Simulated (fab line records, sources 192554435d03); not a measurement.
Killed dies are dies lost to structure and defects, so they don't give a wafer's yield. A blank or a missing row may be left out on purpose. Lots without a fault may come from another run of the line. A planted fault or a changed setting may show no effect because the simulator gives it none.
A struck lot beside a sound one | flow n5_finfet | 38 steps out of a route of 1938
Sound: wafers L428.2, L428.5, L428.6. Struck: wafer L434.1. (L434.4 of the same lot was not struck and is left out.) The cause comes at the end.
At each step with rows: each side's tool, then ch and its chambers, then its first start. Under that, the readings that differ: sound wafers | struck wafers | difference of the means | sigmas: that difference in standard deviations of wafers without a fault.
alike: readings whose means differ by less than 2 such deviations, and words and numbers that are the same on both sides. not compared: withheld readings, readings that some wafer has no value for, bounds like >300 that may hide the same value, and numbers for which the record gives no deviation and whose values overlap.
The two part at a step that has a row with sigmas, a row that says differs or no value, or rows on one side only. Numbers that don't overlap but have no deviation are shown without sigmas and don't part them. A reading that every wafer of one side lacks parts them only if that side has two wafers or more.

first, 10 steps without rows for these wafers: N5_MOL_CONTACT_COAG_CO_FILL_22 (material Co, precursor CCTBA/H2, target thk 20 nm); N5_MOL_CONTACT_COAG_ANNEAL_113 (time 300 s); N5_MOL_CONTACT_COAG_PRE_CLEAN_142 (time 60 s); N5_MOL_CONTACT_COAG_SPUTTER_130 (material Co, target thk 47.5 nm); N5_MOL_CONTACT_COAG_PRECLEAN_125 (cleans in DIW, time 57.5 s); N5_MOL_CONTACT_COAG_SRD_126 (dry time 32 s); N5_MOL_CONTACT_COAG_CMP_23 (polishes, stops on SiO2, t overpolish 1.5 s, target thk 0 nm); N5_MOL_CONTACT_COAG_WET_ETCH_26 (target Co, target depth 13 nm); N5_MOL_CONTACT_COAG_WET_ETCH_116 (etches the open film in SC1-inhibited, target depth 4.6 nm, rinse time 30 s); N5_MOL_CONTACT_COAG_ALD_27 (deposits SiOC, target thk 17 nm, pulse time 1.5 s, time 2720 s).
N5_MOL_CONTACT_COAG_CMP_28: polishes, stops on SiNx, t overpolish 0.85 s, target thk 14.522 nm.
  sound on cmp-04 ch 0,1,3, day 7 07:47; struck on cmp-04 ch 2, day 9 02:35
  alike: edge_zone_pressure_frac, motor_current_A, time_to_endpoint_s
  not compared: pad_life_wafers
then, 23 steps without rows for these wafers: N5_MOL_CONTACT_COAG_ALD_123 (deposits SiNx, target thk 5 nm, pulse time 1 s, purge time 2 s); N5_MOL_CONTACT_COAG_PECVD_31 (deposits SiO2 from TEOS/O2, target thk 46 nm, time 8.9 s); N5_MOL_CONTACT_COAG_COAT_75 (time 60 s, resist thk 60 nm); N5_MOL_CONTACT_COAG_COAT_76 (time 60 s, resist thk 10 nm); N5_MOL_CONTACT_COAG_COAT_77 (time 60 s, resist thk 10 nm); N5_MOL_CONTACT_COAG_COAT_78 (resist thk 40 nm); N5_MOL_CONTACT_COAG_EBR_80; N5_MOL_CONTACT_COAG_SOFTBAKE_79 (time 60 s); N5_MOL_CONTACT_COAG_EXPOSE_81 (exposes mask VG, defocus 0 nm); N5_MOL_CONTACT_COAG_PEB_82 (peb time 60 s); N5_MOL_CONTACT_COAG_DEVELOP_83 (develop time 30 s); N5_MOL_CONTACT_COAG_DESCUM_88 (chemistry O2, time 7 s); N5_MOL_CONTACT_COAG_ETCH_89 (etches underlayer in N2/H2, target depth 13 nm, time 10.4 s); N5_MOL_CONTACT_COAG_ETCH_90 (etches SiARC in CF4, target depth 13 nm, time 21.7 s); N5_MOL_CONTACT_COAG_ALD_131 (deposits SiO2, target thk 5 nm, pulse time 1 s, co reactant pulse time 1 s); N5_MOL_CONTACT_COAG_ETCHBACK_132 (etches SiO2 in CHF3, target depth 10 nm, time 6.7 s); N5_MOL_CONTACT_COAG_ETCH_91 (etches SOC in N2/H2, target depth 60 nm, overetch 21 nm, time 101.2 s); N5_MOL_CONTACT_COAG_STRIP_92 (strips in N2/H2); N5_MOL_CONTACT_COAG_STRIP_93 (strips in N2/H2); N5_MOL_CONTACT_COAG_ETCHBACK_135 (etches SiO2 in CHF3, target depth 25 nm, time 16.7 s); N5_MOL_CONTACT_COAG_STRIP_118 (strips in CHF3); N5_MOL_CONTACT_COAG_VIA_ETCH_46 (etches SiO2 in C4F6/O2, target depth 46 nm, overetch 9.2 nm, time 40 s); N5_MOL_CONTACT_COAG_STRIP_96 (strips in N2/H2).
N5_MOL_CONTACT_COAG_ETCH_47: etches SiNx in CH3F/O2, stops on W, target depth 27 nm.
  sound on rie_diel-06 ch 1,2, day 7 09:33; struck on rie_diel-06 ch 0, day 9 04:36
  reading                     | sound             | struck | difference | sigmas
  drypump_motor_current_A (A) | 5.4 5.4 4.8       | 6.3    | +1.1       | +2
  model.etch.depth_nm (nm)    | 17.88 17.83 17.95 | 17.68  | -0.21      |
  alike: etch_rf_on_time_s, mfc_ar_sccm, oes_product_au, rf_vpp_V, showerhead_plenum_p_Torr, throttle_valve_pct
  not compared: rf_hours_counter_h
then, 1 step without rows for these wafers: N5_MOL_CONTACT_COAG_STRIP_119 (strips in N2/H2, time 30 s).
-- the record jumps here: 3 days lie between the struck wafers' starts before and after (it left off in module MOL_CONTACT_COAG and takes up again in module BEOL_M4, whose first step shown is number 1111 of the route) --
N5_BEOL_M4_RC_MEAS_101:
  sound on prober-01 ch 0, day 11 01:07; struck on prober-01 ch 0, day 11 23:56
  alike: DIBL_N, DIBL_P, IOFF_N, IOFF_P, ION_N, ION_P, SS_N, SS_P, VT_N, VT_P
-- the record jumps here: 4 days lie between the struck wafers' starts before and after (it left off in module BEOL_M4 and takes up again in module PASSIVATION, whose first step shown is number 1936 of the route) --
N5_PASSIVATION_PROBE_49:
  sound on prober-01, day 15 14:56; struck on prober-01, day 16 00:55
  reading              | sound    | struck | difference | sigmas
  sort_bin_8_speed (%) | 0.17 0 0 | 0      | +0         | -2
  alike: defect_limited_yield, killed_at_M0_to_M3, killed_at_M4_up, killed_at_contacts, killed_at_front_end, killed_at_other, killed_dies, killed_open, killed_short, sort_bin_5_function, sort_bin_6_memory, sort_n_pass, sort_yield_pct

WHERE THEY PART
First at N5_MOL_CONTACT_COAG_ETCH_47; last, within this record, at N5_PASSIVATION_PROBE_49.

WHY: what the simulator had put in
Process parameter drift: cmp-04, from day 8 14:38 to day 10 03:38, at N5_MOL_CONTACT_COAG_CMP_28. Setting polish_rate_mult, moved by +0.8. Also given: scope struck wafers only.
